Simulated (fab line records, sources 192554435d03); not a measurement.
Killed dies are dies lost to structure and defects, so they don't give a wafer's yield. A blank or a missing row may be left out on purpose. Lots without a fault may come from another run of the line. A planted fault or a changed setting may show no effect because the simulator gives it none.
Problem report in the 8D (eight disciplines) form, filled by code | flow n5_finfet | the parts of the form that need people (team, actions taken, sign-off) are left out

1. THE PROBLEM
etch_rf_on_time_s at N5_BEOL_M3_ETCH_69 reads a mean of 19.8 s on 2 wafers of 2 lots; wafers without a fault read 26.0 s with a standard deviation of 0.59. That is -11 standard deviations from the usual mean.
The step: etches SiARC in CF4, target depth 15.6 nm, time 26 s.
First seen on wafer L122.5, day 10 15:13, on rie_diel-01. The record holds 28 wafers of 10 lots with a number at this step. Rule for "out", or "out of limits": more than 4 standard deviations from the usual mean. The other wafers with a number count as sound.

2. WHAT IT IS AND WHAT IT IS NOT
question                    | is                | is not
which readings at this step | etch_rf_on_time_s | drypump_motor_current_A, oes_product_au, rf_vpp_V, showerhead_plenum_p_Torr, throttle_valve_pct
which lots                  | L122, L123        | L109, L114, L116, L117, L126, L130, L131, L132
which wafers of those lots  | L122.5, L123.3    | L122.2, L122.6, L123.6
read on which tools         | rie_diel-01       | rie_diel-02, rie_diel-06
when                        | from day 10 15:13 | up to then (14 sound wafers); but 12 sound wafers of L123, L126, L130, L131, L132 came after

3. SUSPECTS, AND WHAT RULES EACH OUT
Counting: a tool at a process step up to the reading stays a suspect if it ran every lot that is out. Sound lots after the first of them don't rule it out here, since some wafers of a struck lot are sound.
- rie_diel-01 at N5_BEOL_M3_ETCH_69 (etches SiARC in CF4, target depth 15.6 nm, time 26 s): kept. It ran every lot that is out, first L122 (day 10 15:13); its last sound lot up to then is L117 (day 9 11:04). Its own readings are out on those wafers: etch_rf_on_time_s.
Left after counting: rie_diel-01 at N5_BEOL_M3_ETCH_69.

4. THE CAUSE (what the simulator had put in)
Process parameter drift: rie_diel-01, from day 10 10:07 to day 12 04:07, at N5_BEOL_M3_ETCH_69. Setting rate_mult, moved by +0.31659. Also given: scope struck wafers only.
Counting left only this tool.

5. THE CHAIN OF EFFECTS, in route order
Each row: a reading whose mean over the struck wafers that have a number lies more than 3 standard deviations from the usual. Only readings for which the record gives a usual standard deviation are gone through. hours: the time from each lot's start at the first step in this table that gives one to its start at this step, as a median over the lots. sigmas: the change in usual standard deviations.
hours | step               | reading           | usual  | on struck wafers | change | sigmas
0     | N5_BEOL_M3_ETCH_69 | etch_rf_on_time_s | 26.0 s | 19.8             | -6.2   | -11
The process steps in it:
- N5_BEOL_M3_ETCH_69: etches SiARC in CF4, target depth 15.6 nm, time 26 s.
Later measuring or inspecting steps at which every struck wafer that the step has a row for has a number for every such reading, and none has moved that far: N5_BEOL_M3_OCD_MEAS_38, N5_BEOL_M3_CD_MEAS_35, N5_BEOL_M4_RC_MEAS_101.

6. WHAT WOULD HAVE CAUGHT IT SOONER
In this record the first reading out of limits was taken at day 10 15:13, 5 hours after the fault began at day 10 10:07.
